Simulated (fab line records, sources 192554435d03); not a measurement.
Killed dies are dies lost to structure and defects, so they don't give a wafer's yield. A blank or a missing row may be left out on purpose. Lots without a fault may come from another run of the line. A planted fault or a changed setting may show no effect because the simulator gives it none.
Split-lot experiment | flow n5_finfet | 7 lots, 21 wafers read, on a route of 1938 steps

THE SPLIT
At N5_BEOL_M13_SPUTTER_43 (material TaN, target thk 15 nm, time 24.19 s), the setting time_s was moved away from the recipe's 24.19 s on 7 of the 21 wafers read, by -9.4% to +11.6%. The other wafers ran this setting at the recipe's value.

The reading is taken at the split's own step.

THE READING
TaN_of_BEOL_M13_SPUTTER_43.thk_nm (the simulator's own value, which no gauge read), in nm, at N5_BEOL_M13_SPUTTER_43 (material TaN, target thk 15 nm, time 24.19 s). The file gives no usual value for it. The 14 wafers here that ran the recipe average 15.1 nm, standard deviation 0.18 nm.

wafer  | tool, chamber at the split | time_s as run, s | against the recipe | TaN_of_BEOL_M13_SPUTTER_43.thk_nm, nm | against lot-mates on the recipe
L074.3 | pvd_sputter-01, -          | 21.92            | -9.4%              | 13.4                                  | -1.6
L074.4 | pvd_sputter-01, -          | 24.19            | recipe             | 15                                    | -
L074.6 | pvd_sputter-01, -          | 21.92            | -9.4%              | 13.6                                  | -1.4
L075.3 | pvd_sputter-02, -          | 24.19            | recipe             | 14.8                                  | -
L075.4 | pvd_sputter-02, -          | 26.15            | +8.1%              | 16                                    | +1.2
L075.6 | pvd_sputter-02, -          | 26.15            | +8.1%              | 16.4                                  | +1.6
L082.2 | pvd_sputter-01, -          | 24.19            | recipe             | 15.2                                  | -
L082.3 | pvd_sputter-01, -          | 25.44            | +5.2%              | 15.8                                  | +0.6
L082.5 | pvd_sputter-01, -          | 25.44            | +5.2%              | 15.6                                  | +0.4
L083.1 | pvd_sputter-02, -          | 24.19            | recipe             | 15.2                                  | -
L083.5 | pvd_sputter-02, -          | 24.19            | recipe             | 15.2                                  | -
L083.6 | pvd_sputter-02, -          | 24.19            | recipe             | 14.8                                  | -
L087.3 | pvd_sputter-03, -          | 24.19            | recipe             | 15                                    | -
L087.4 | pvd_sputter-03, -          | 24.19            | recipe             | 15                                    | -
L087.6 | pvd_sputter-03, -          | 24.19            | recipe             | 15                                    | -
L092.4 | pvd_sputter-02, -          | 24.19            | recipe             | 15                                    | -
L092.5 | pvd_sputter-02, -          | 27               | +11.6%             | 16.8                                  | +1.9
L092.6 | pvd_sputter-02, -          | 24.19            | recipe             | 14.8                                  | -
L091.2 | pvd_sputter-01, -          | 24.19            | recipe             | 15.2                                  | -
L091.4 | pvd_sputter-01, -          | 24.19            | recipe             | 15.2                                  | -
L091.6 | pvd_sputter-01, -          | 24.19            | recipe             | 15.4                                  | -

THE FIT
A straight line over all 21 wafers: TaN_of_BEOL_M13_SPUTTER_43.thk_nm changes by +0.152 nm for each +1% of time_s; r = +0.97; the points scatter about the line by 0.18 nm.
The same after taking each lot's own level away (the mean of its wafers on the recipe; 21 wafers): +0.158 nm for each +1%; r = +0.98; scatter 0.16 nm.
On that fit, the largest move of time_s shifts the reading by 1.8 nm.
The lots' own levels span 14.80 to 15.27 nm, that is 2.6 times the standard deviation above.
So the lot-to-lot level changes the slope little: the two slopes agree.
Check: with one of the wafers moved furthest among these (+11.6%) left out of the fit, the line predicts +1.79 nm for it against its lot-mates. It came out at +1.9 nm against them.

OTHER SPLITS ON THESE WAFERS
These wafers also went through other splits before the reading. Each is held against what the fit with the lots' levels taken away leaves over:
other split on the same wafers    | wafers away from the commonest value | r with TaN_of_BEOL_M13_SPUTTER_43.thk_nm (lot level and that fit taken away)
N5_BEOL_M10_COAT_22 spin_rpm      | 10                                   | +0.36
N5_BEOL_M10_VIA_ETCH_34 bias_w    | 9                                    | +0.24
N5_BEOL_M10_TRENCH_ETCH_37 bias_w | 9                                    | -0.13
N5_BEOL_M12_COAT_04 spin_rpm      | 6                                    | -0.19
N5_BEOL_M13_ETCH_59 time_s        | 6                                    | +0.05
N5_BEOL_M13_COAT_65 spin_rpm      | 5                                    | -0.37

THE FILE'S OWN FIT
TaN_of_BEOL_M13_SPUTTER_43.thk_nm changes by +0.159 nm for each +1% of time_s, r = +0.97.
